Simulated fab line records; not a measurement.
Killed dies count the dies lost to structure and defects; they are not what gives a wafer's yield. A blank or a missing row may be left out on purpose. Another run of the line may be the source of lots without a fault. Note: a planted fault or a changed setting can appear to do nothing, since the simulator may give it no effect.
Which tool was responsible?	flow nand_harc	69 wafers from 23 lots sampled at 6 of the route's 1159 steps

WHAT THE GAUGES SHOWED, per wafer
Not one reading of a measure or inspect step in the record can be checked against a usual standard deviation.

EACH LOT AND THE TOOL THAT RAN IT (in order: tool; ch and the chambers of the sampled wafers; start)
lot	NHARC_A_STAIRCASE_ETCH_192	NHARC_A_STAIRCASE_TRIM_200	NHARC_A_STAIRCASE_TRIM_202	NHARC_A_STAIRCASE_STRIP_205	NHARC_A_STAIRCASE_TRIM_224	NHARC_A_STAIRCASE_TRIM_233
L076	rie_diel-03 ch 2,3, day 11 15:52 or earlier	rie_diel-02 ch 1,2, day 11 15:52 or earlier	rie_diel-02 ch 0,1, day 11 15:52 or earlier	plasma_asher-02 ch 0,1, day 11 15:52	rie_diel-03 ch 1,2,3, no start	rie_diel-03 ch 2,3, no start
L078	rie_diel-11 ch 2,3, day 11 18:36 or earlier	rie_diel-02 ch 0,1,3, day 11 18:36 or earlier	rie_diel-02 ch 0,2,3, day 11 18:36 or earlier	plasma_asher-02 ch 0,1, day 11 18:36	rie_diel-03 ch 0,2, no start	rie_diel-02 ch 0,1, no start
L077	rie_diel-11 ch 0,2,3, day 11 18:21 or earlier	rie_diel-03 ch 0,1,2, day 11 18:21 or earlier	rie_diel-03 ch 0,2,3, day 11 18:21 or earlier	plasma_asher-01 ch 0,1, day 11 18:21	rie_diel-11 ch 0,2,3, no start	rie_diel-11 ch 1,2,3, no start
L075	rie_diel-11 ch 0,2, day 11 22:27 or earlier	rie_diel-11 ch 2,3, day 11 22:27 or earlier	rie_diel-11 ch 0,2,3, day 11 22:27 or earlier	plasma_asher-01 ch 0,1, day 11 22:27	rie_diel-11 ch 2,3, no start	rie_diel-03 ch 1,2, no start
L079	rie_diel-11 ch 1,2,3, day 12 03:20 or earlier	rie_diel-11 ch 0,1,2, day 12 03:20 or earlier	rie_diel-11 ch 0,1,2, day 12 03:20 or earlier	plasma_asher-01 ch 0,1, day 12 03:20	rie_diel-11 ch 0,2, no start	rie_diel-11 ch 0,1,3, no start
L080	rie_diel-11 ch 2,3, day 12 10:29 or earlier	rie_diel-11 ch 0,3, day 12 10:29 or earlier	rie_diel-11 ch 1,2, day 12 10:29 or earlier	plasma_asher-01 ch 0,1, day 12 10:29	rie_diel-02 ch 0,1,3, no start	rie_diel-02 ch 0,3, no start
L081	rie_diel-11 ch 0,1,3, day 13 00:02 or earlier	rie_diel-11 ch 0,1,3, day 13 00:02 or earlier	rie_diel-11 ch 0,1,3, day 13 00:02 or earlier	plasma_asher-02 ch 0,1, day 13 00:02	rie_diel-11 ch 0,1,3, no start	rie_diel-11 ch 0,1,3, no start
L083	rie_diel-11 ch 1,2,3, day 13 10:07 or earlier	rie_diel-11 ch 1,2,3, day 13 10:07 or earlier	rie_diel-11 ch 0,1, day 13 10:07 or earlier	plasma_asher-02 ch 0,1, day 13 10:07	rie_diel-03 ch 1,2, no start	rie_diel-02 ch 0,3, no start
L082	rie_diel-03 ch 0,1,3, day 13 11:07 or earlier	rie_diel-03 ch 1,2,3, day 13 11:07 or earlier	rie_diel-03 ch 1,2, day 13 11:07 or earlier	plasma_asher-01 ch 0,1, day 13 11:07	rie_diel-11 ch 0,1,2, no start	rie_diel-11 ch 1,2, no start
L087	rie_diel-11 ch 0,1,2, day 14 13:15 or earlier	rie_diel-03 ch 1,2, day 14 13:15 or earlier	rie_diel-03 ch 0,2, day 14 13:15 or earlier	plasma_asher-02 ch 0,1, day 14 13:15	rie_diel-03 ch 0,2,3, no start	rie_diel-11 ch 1,2,3, no start
L084	rie_diel-03 ch 0,1,2, day 14 13:29 or earlier	rie_diel-02 ch 1,2,3, day 14 13:29 or earlier	rie_diel-02 ch 1,2,3, day 14 13:29 or earlier	plasma_asher-02 ch 0,1, day 14 13:29	rie_diel-03 ch 1,2,3, no start	rie_diel-03 ch 1,2,3, no start
L085	rie_diel-11 ch 0,1,3, day 14 16:30 or earlier	rie_diel-11 ch 1,2, day 14 16:30 or earlier	rie_diel-11 ch 0,1,3, day 14 16:30 or earlier	plasma_asher-02 ch 0,1, day 14 16:30	rie_diel-11 ch 0,1,2, no start	rie_diel-11 ch 0,1,3, no start
L086	rie_diel-02 ch 0,1,2, day 14 16:11 or earlier	rie_diel-03 ch 0,1,2, day 14 16:11	rie_diel-03 ch 0,1,3, day 14 16:31	plasma_asher-01 ch 0,1, day 14 16:55	rie_diel-11 ch 0,2,3, no start	rie_diel-11 ch 0,2,3, no start
L090	rie_diel-11 ch 1,2,3, day 15 02:02 or earlier	rie_diel-11 ch 0,2,3, day 15 02:02 or earlier	rie_diel-11 ch 0,1,3, day 15 02:02 or earlier	plasma_asher-01 ch 0,1, day 15 02:02	rie_diel-02 ch 1,2, no start	rie_diel-03 ch 0,3, no start
L089	rie_diel-03 ch 1,2, day 15 02:48 or earlier	rie_diel-03 ch 0,1, day 15 02:48 or earlier	rie_diel-03 ch 1,3, day 15 02:48 or earlier	plasma_asher-02 ch 0, day 15 02:48	rie_diel-11 ch 1,2,3, no start	rie_diel-02 ch 2,3, no start
L091	rie_diel-02 ch 0,3, day 15 04:37 or earlier	rie_diel-03 ch 0,2, day 15 04:37 or earlier	rie_diel-03 ch 1,2,3, day 15 04:37 or earlier	plasma_asher-01 ch 0,1, day 15 04:37	rie_diel-03 ch 2,3, no start	rie_diel-11 ch 1,2, no start
L088	rie_diel-03 ch 0,1,2, day 15 05:09 or earlier	rie_diel-02 ch 0,2,3, day 15 05:09 or earlier	rie_diel-02 ch 1,2,3, day 15 05:09 or earlier	plasma_asher-01 ch 0,1, day 15 05:09	rie_diel-02 ch 0,1,2, no start	rie_diel-02 ch 0,1,3, no start
L092	rie_diel-11 ch 0,2, day 15 16:49 or earlier	rie_diel-11 ch 1,2,3, day 15 16:49 or earlier	rie_diel-11 ch 1,3, day 15 16:49 or earlier	plasma_asher-02 ch 0,1, day 15 16:49	rie_diel-11 ch 0,2,3, no start	rie_diel-11 ch 1,2,3, no start
L093	rie_diel-11 ch 2,3, day 15 18:59 or earlier	rie_diel-02 ch 0,1, day 15 18:59 or earlier	rie_diel-02 ch 0,3, day 15 18:59 or earlier	plasma_asher-02 ch 0,1, day 15 18:59	rie_diel-11 ch 1,2,3, no start	rie_diel-11 ch 1,2,3, no start
L094	rie_diel-03 ch 0,1,3, day 15 22:10 or earlier	rie_diel-03 ch 0,1,2, day 15 22:10 or earlier	rie_diel-03 ch 0,1,3, day 15 22:10 or earlier	plasma_asher-02 ch 0,1, day 15 22:10	rie_diel-03 ch 1,2,3, no start	rie_diel-11 ch 0,1,3, no start
L095	rie_diel-02 ch 0,2,3, day 16 06:30 or earlier	rie_diel-02 ch 0,1,3, day 16 06:30 or earlier	rie_diel-02 ch 1,2,3, day 16 06:30 or earlier	plasma_asher-01 ch 0,1, day 16 06:30	rie_diel-02 ch 0,1,3, no start	rie_diel-02 ch 0,1,2, no start
L097	rie_diel-03 ch 0,1,3, day 16 13:41 or earlier	rie_diel-03 ch 1,3, day 16 13:41 or earlier	rie_diel-03 ch 1,2,3, day 16 13:41 or earlier	plasma_asher-02 ch 0,1, day 16 13:41	rie_diel-02 ch 0,1,2, no start	rie_diel-02 ch 0,2,3, no start
L096	rie_diel-02 ch 0,1,2, day 16 17:15 or earlier	rie_diel-11 ch 1,2, day 16 17:15 or earlier	rie_diel-11 ch 0,2, day 16 17:15 or earlier	plasma_asher-02 ch 0,1, day 16 17:15	rie_diel-11 ch 1,2,3, no start	rie_diel-11 ch 1,3, no start
- NHARC_A_STAIRCASE_ETCH_192: etches the open film in C4F8/O2, target depth 100 nm, time 40.5 s.
- NHARC_A_STAIRCASE_TRIM_200: chemistry O2, time 211.2 s.
- NHARC_A_STAIRCASE_TRIM_202: chemistry O2, time 211.2 s.
- NHARC_A_STAIRCASE_STRIP_205: strips in O2.
- NHARC_A_STAIRCASE_TRIM_224: chemistry O2, time 211.2 s.
- NHARC_A_STAIRCASE_TRIM_233: chemistry O2, time 211.2 s.

AS READ BY THE TOOLS THEMSELVES (means over the sampled wafers that have a number; for cases with no such wafer, the mark the record gives instead)
NHARC_A_STAIRCASE_ETCH_192. Usual: oes_product_au 0.942 a.u., standard deviation 0.013; rf_vpp_V 894 V, standard deviation 4.6.
lot	tool	oes_product_au (a.u.)	rf_vpp_V (V)	flag
L076	rie_diel-03	0.937	894	
L078	rie_diel-11	0.939	894	
L077	rie_diel-11	0.944	891	
L075	rie_diel-11	0.951	890	
L079	rie_diel-11	0.945	896	
L080	rie_diel-11	0.945	893	
L081	rie_diel-11	0.941	894	
L083	rie_diel-11	0.932	895	
L082	rie_diel-03	0.935	893	
L087	rie_diel-11	0.942	893	
L084	rie_diel-03	0.924	896	
L085	rie_diel-11	0.945	894	
L086	rie_diel-02	0.935	891	
L090	rie_diel-11	0.953	895	
L089	rie_diel-03	0.944	894	
L091	rie_diel-02	0.940	901	
L088	rie_diel-03	0.934	896	
L092	rie_diel-11	0.963	891	
L093	rie_diel-11	0.959	892	
L094	rie_diel-03	0.935	892	
L095	rie_diel-02	0.941	902	
L097	rie_diel-03	0.933	893	
L096	rie_diel-02	0.939	898	

NHARC_A_STAIRCASE_TRIM_200. Usual: drypump_motor_current_A 5.8 A, standard deviation 0.46; oes_product_au 0.996 a.u., standard deviation 0.012; rf_vpp_V 57.6 V, standard deviation 0.91; showerhead_plenum_p_Torr 3.49 Torr, standard deviation 0.14; throttle_valve_pct 17.036 %, standard deviation 0.0094.
lot	tool	drypump_motor_current_A (A)	oes_product_au (a.u.)	rf_vpp_V (V)	showerhead_plenum_p_Torr (Torr)	throttle_valve_pct (%)	flag
L076	rie_diel-02	6.1	1.000	57.2	3.29	17.042	
L078	rie_diel-02	5.8	0.984	57.8	3.56	17.037	
L077	rie_diel-03	5.6	0.990	57.3	3.54	17.040	
L075	rie_diel-11	6.1	0.992	57.3	3.45	17.035	
L079	rie_diel-11	6.0	1.004	58.3	3.47	17.043	
L080	rie_diel-11	6.0	0.998	57.6	3.43	17.031	
L081	rie_diel-11	5.9	1.008	57.8	3.48	17.037	
L083	rie_diel-11	6.0	0.994	57.0	3.50	17.030	
L082	rie_diel-03	5.4	0.991	57.6	3.48	17.050	
L087	rie_diel-03	5.6	1.003	57.8	3.55	17.038	
L084	rie_diel-02	6.2	0.987	57.4	3.42	17.034	
L085	rie_diel-11	6.2	1.004	58.2	3.48	17.021	
L086	rie_diel-03	5.6	1.000	57.0	3.52	17.041	
L090	rie_diel-11	6.2	1.002	58.3	3.40	17.036	
L089	rie_diel-03	5.6	0.984	58.0	3.50	17.034	
L091	rie_diel-03	5.7	0.995	57.3	3.58	17.034	
L088	rie_diel-02	6.2	0.998	58.0	3.72	17.034	
L092	rie_diel-11	6.0	0.998	58.1	3.49	17.041	
L093	rie_diel-02	5.4	0.997	57.4	3.53	17.039	
L094	rie_diel-03	5.6	0.994	57.4	3.52	17.038	
L095	rie_diel-02	5.8	1.001	57.8	3.54	17.039	
L097	rie_diel-03	5.2	0.976	57.3	3.38	17.040	
L096	rie_diel-11	6.2	0.996	57.9	3.47	17.040	

NHARC_A_STAIRCASE_TRIM_202. Usual: drypump_motor_current_A 5.8 A, standard deviation 0.46; oes_product_au 0.997 a.u., standard deviation 0.012; rf_vpp_V 57.7 V, standard deviation 0.92; showerhead_plenum_p_Torr 3.49 Torr, standard deviation 0.14; throttle_valve_pct 17.036 %, standard deviation 0.0095.
lot	tool	drypump_motor_current_A (A)	oes_product_au (a.u.)	rf_vpp_V (V)	showerhead_plenum_p_Torr (Torr)	throttle_valve_pct (%)	flag
L076	rie_diel-02	5.4	0.989	57.5	3.55	17.033	
L078	rie_diel-02	6.2	0.998	58.0	3.55	17.032	
L077	rie_diel-03	5.6	0.995	57.2	3.54	17.042	
L075	rie_diel-11	6.2	1.005	57.6	3.42	17.038	
L079	rie_diel-11	6.1	1.007	57.5	3.47	17.025	
L080	rie_diel-11	6.2	1.002	57.9	3.49	17.026	
L081	rie_diel-11	5.9	1.002	57.7	3.48	17.029	
L083	rie_diel-11	6.0	0.999	57.9	3.45	17.027	
L082	rie_diel-03	5.6	0.995	57.7	3.56	17.046	
L087	rie_diel-03	5.7	0.989	57.5	3.58	17.031	
L084	rie_diel-02	6.2	0.999	57.8	3.42	17.041	
L085	rie_diel-11	5.9	0.992	57.0	3.48	17.039	
L086	rie_diel-03	5.4	0.986	57.8	3.44	17.041	
L090	rie_diel-11	5.9	1.008	57.4	3.47	17.036	
L089	rie_diel-03	5.2	0.995	57.3	3.39	17.035	
L091	rie_diel-03	5.4	1.003	58.0	3.47	17.028	
L088	rie_diel-02	6.2	1.009	59.5	3.60	17.031	
L092	rie_diel-11	5.8	1.000	58.2	3.56	17.041	
L093	rie_diel-02	5.8	0.995	58.3	3.66	17.035	
L094	rie_diel-03	5.4	0.989	57.7	3.44	17.044	
L095	rie_diel-02	6.2	1.001	57.2	3.59	17.037	
L097	rie_diel-03	5.4	0.985	57.1	3.46	17.043	
L096	rie_diel-11	6.2	1.006	57.3	3.37	17.036	

NHARC_A_STAIRCASE_STRIP_205. Usual: drypump_motor_current_A 5.7 A, standard deviation 0.58; heater_power_w 349 W, standard deviation 21.
lot	tool	drypump_motor_current_A (A)	heater_power_w (W)	flag
L076	plasma_asher-02	5.6	357	
L078	plasma_asher-02	5.5	353	
L077	plasma_asher-01	5.5	325	
L075	plasma_asher-01	5.5	325	
L079	plasma_asher-01	5.5	326	
L080	plasma_asher-01	5.9	336	
L081	plasma_asher-02	6.0	363	
L083	plasma_asher-02	5.6	356	
L082	plasma_asher-01	5.8	355	
L087	plasma_asher-02	5.9	355	
L084	plasma_asher-02	5.6	357	
L085	plasma_asher-02	5.5	359	
L086	plasma_asher-01	5.9	351	
L090	plasma_asher-01	5.5	336	
L089	plasma_asher-02	6.4	359	
L091	plasma_asher-01	5.5	334	
L088	plasma_asher-01	5.5	331	
L092	plasma_asher-02	5.5	353	
L093	plasma_asher-02	5.5	359	
L094	plasma_asher-02	6.0	355	
L095	plasma_asher-01	5.5	341	
L097	plasma_asher-02	5.6	372	
L096	plasma_asher-02	6.0	365	

NHARC_A_STAIRCASE_TRIM_224. Usual: drypump_motor_current_A 5.9 A, standard deviation 0.44; oes_product_au 0.998 a.u., standard deviation 0.012; rf_vpp_V 57.7 V, standard deviation 0.87; showerhead_plenum_p_Torr 3.50 Torr, standard deviation 0.14; throttle_valve_pct 17.036 %, standard deviation 0.0082.
lot	tool	drypump_motor_current_A (A)	oes_product_au (a.u.)	rf_vpp_V (V)	showerhead_plenum_p_Torr (Torr)	throttle_valve_pct (%)	flag
L076	rie_diel-03	5.4	0.990	57.3	3.48	17.040	
L078	rie_diel-03	5.8	0.993	57.7	3.62	17.031	
L077	rie_diel-11	6.1	0.999	56.2	3.42	17.037	
L075	rie_diel-11	6.1	1.004	57.3	3.45	17.039	
L079	rie_diel-11	6.3	1.005	57.4	3.40	17.038	
L080	rie_diel-02	5.8	0.984	58.3	3.56	17.035	
L081	rie_diel-11	5.9	0.997	58.4	3.48	17.023	
L083	rie_diel-03	5.6	0.996	58.8	3.56	17.030	
L082	rie_diel-11	6.1	1.010	57.3	3.46	17.032	
L087	rie_diel-03	5.6	0.995	57.9	3.52	17.034	
L084	rie_diel-03	5.4	1.000	57.9	3.47	17.045	
L085	rie_diel-11	6.1	1.001	57.6	3.46	17.036	
L086	rie_diel-11	6.2	1.008	57.3	3.41	17.035	
L090	rie_diel-02	5.8	1.005	56.7	3.46	17.041	
L089	rie_diel-11	6.0	0.999	57.9	3.49	17.035	
L091	rie_diel-03	5.4	0.996	58.3	3.47	17.030	
L088	rie_diel-02	5.8	0.995	57.9	3.58	17.032	
L092	rie_diel-11	6.2	1.008	57.0	3.40	17.041	
L093	rie_diel-11	6.0	1.008	57.8	3.49	17.038	
L094	rie_diel-03	5.4	0.993	58.0	3.46	17.040	
L095	rie_diel-02	5.8	1.001	57.6	3.54	17.038	
L097	rie_diel-02	5.7	1.002	57.4	3.58	17.035	
L096	rie_diel-11	6.1	0.999	57.8	3.49	17.038	

NHARC_A_STAIRCASE_TRIM_233. Usual: drypump_motor_current_A 5.9 A, standard deviation 0.45; oes_product_au 1.000 a.u., standard deviation 0.012; rf_vpp_V 57.7 V, standard deviation 0.92; showerhead_plenum_p_Torr 3.50 Torr, standard deviation 0.15; throttle_valve_pct 17.037 %, standard deviation 0.0087.
lot	tool	drypump_motor_current_A (A)	oes_product_au (a.u.)	rf_vpp_V (V)	showerhead_plenum_p_Torr (Torr)	throttle_valve_pct (%)	flag
L076	rie_diel-03	5.6	1.006	57.6	3.56	17.034	
L078	rie_diel-02	5.4	0.985	57.8	3.55	17.040	
L077	rie_diel-11	6.0	0.997	57.6	3.51	17.041	
L075	rie_diel-03	5.4	0.993	57.7	3.49	17.042	
L079	rie_diel-11	6.0	1.009	58.1	3.49	17.043	
L080	rie_diel-02	6.3	0.988	59.0	3.70	17.032	
L081	rie_diel-11	5.9	1.004	57.3	3.48	17.037	
L083	rie_diel-02	5.8	0.989	58.0	3.67	17.031	
L082	rie_diel-11	6.2	1.002	58.2	3.48	17.038	
L087	rie_diel-11	6.0	1.001	57.9	3.50	17.032	
L084	rie_diel-03	5.4	1.003	57.3	3.47	17.032	
L085	rie_diel-11	5.9	0.999	58.1	3.48	17.031	
L086	rie_diel-11	6.2	1.007	57.1	3.41	17.042	
L090	rie_diel-03	5.4	0.994	56.6	3.44	17.040	
L089	rie_diel-02	6.6	1.005	58.8	3.74	17.046	
L091	rie_diel-11	6.2	1.002	57.8	3.47	17.038	
L088	rie_diel-02	5.8	0.997	57.5	3.55	17.043	
L092	rie_diel-11	6.0	1.002	57.1	3.49	17.037	
L093	rie_diel-11	6.1	0.999	57.9	3.49	17.030	
L094	rie_diel-11	5.9	1.005	57.5	3.47	17.036	
L095	rie_diel-02	5.8	1.000	58.5	3.58	17.033	
L097	rie_diel-02	6.2	0.997	58.4	3.71	17.045	
L096	rie_diel-11	5.9	0.995	57.9	3.50	17.047	

THE ANSWER, worked out from the rows above alone
Rule: a lot counts as off when the mean over its wafers that have a number is more than 3 standard deviations away from the usual mean. A lot without any number at a reading at which 4 lots or more have one is off too. The other lots that the step has rows for count as sound. Order of review: gauges by route order, followed by the tools' own readings, for which a lot's mean as printed above is used. The first step at which some lot is off is used, and at that step the reading that is off furthest; a lot without a number counts as furthest.
None of the lots is off at any reading shown; this tells nothing.

WHAT THE SIMULATOR PUT IN
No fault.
